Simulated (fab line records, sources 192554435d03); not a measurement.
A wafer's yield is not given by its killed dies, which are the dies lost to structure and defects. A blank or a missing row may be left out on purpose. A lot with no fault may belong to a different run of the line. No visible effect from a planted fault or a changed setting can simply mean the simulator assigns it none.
Chamber matching -- flow n5 finfet -- ald sin-04 running N5_GATE_CUT_SAC_CAP_01: 4 sister chambers
The step material SiNx, target thk 24 nm, pulse time 1 s, ald cycles 480. 4 wafers are shown with their chamber, then 9 later ones without.

== WAFERS PAIRED WITH THEIR CHAMBERS ==
wafer,chamber,heater power w (W)
L078.1,2,983
L078.3,1,938
L081.5,3,872
L081.6,0,848

== WAFERS WHOSE CHAMBER IS MISSING ==
wafer,heater power w (W)
L084.2,872
L084.3,832
L084.4,929
L089.3,824
L089.4,937
L089.5,930
L096.4,845
L096.5,910
L096.6,876

== WHICH CHAMBER EACH WENT THROUGH ==
wafer,from the rows above,in truth
L084.2,can't be placed: 3 or 0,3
L084.3,can't be placed: 0 or 3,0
L084.4,1,1
L089.3,can't be placed: 0 or 3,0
L089.4,1,1
L089.5,1,1
L096.4,can't be placed: 0 or 3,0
L096.5,can't be placed: 1 or 3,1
L096.6,can't be placed: 3 or 0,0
3 of 9 placed correctly. Cannot be placed on the basis of these rows: 6; the candidates contain the true chamber in 6. 0 placed wrongly.
How it was worked out, from the rows above alone: a wafer's distance from a chamber is the root of the sum, over the readings, of the square of ((its reading less the chamber's mean) divided by the reading's scatter). If the next closest chamber is less than 2 further off than the closest, the wafer can't be placed; otherwise it belongs to the closest. The mean given for a chamber averages the wafers shown for that chamber. The scatter (one wafer shown for each chamber): square how far every hidden wafer sits from the nearest shown wafer, average those squares and take the square root.
